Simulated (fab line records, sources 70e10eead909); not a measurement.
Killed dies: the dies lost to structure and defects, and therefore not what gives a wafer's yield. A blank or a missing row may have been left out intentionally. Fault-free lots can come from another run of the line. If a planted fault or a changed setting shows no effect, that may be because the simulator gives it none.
Chamber matching ; flow nand-harc ; rie-diel-01 running NHARC_A_STAIRCASE_ETCH_253: 4 sister chambers
The step etches the open film in C4F8/O2, target depth 50 nm, time 20.2 s. 4 wafers are shown with their chamber, then 8 later ones without.

## WAFERS, EACH WITH ITS CHAMBER
wafer;chamber;rf-vpp-V (V)
L082.6;2;902
L086.1;3;898
L089.5;0;898
L091.2;1;889

## WAFERS MISSING THEIR CHAMBER
wafer;rf-vpp-V (V)
L091.4;897
L091.5;903
L097.2;887
L097.4;902
L097.5;889
L095.2;888
L095.3;899
L095.5;902

## WHICH CHAMBER EACH ONE RAN IN
wafer;from the rows above;in truth
L091.4;can't be placed: 0 or 3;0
L091.5;2;2
L097.2;1;1
L097.4;2;2
L097.5;1;1
L095.2;1;1
L095.3;can't be placed: 0 or 3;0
L095.5;2;2
Placed correctly: 6 of 8. Not placeable from these rows: 2 (in 2, the candidates include the true chamber). Wrongly placed: 0.
How it was worked out, from the rows above alone: a wafer's distance from a chamber is the root of the sum, over the readings, of the square of ((its reading less the chamber's mean) divided by the reading's scatter). The wafer belongs to the nearest chamber; if the next one is less than 2 further off, it can't be placed. For every chamber, the mean is computed from those of its wafers that are shown. The scatter: root of mean squared gap, hidden wafer to nearest shown wafer, with one shown wafer a chamber.
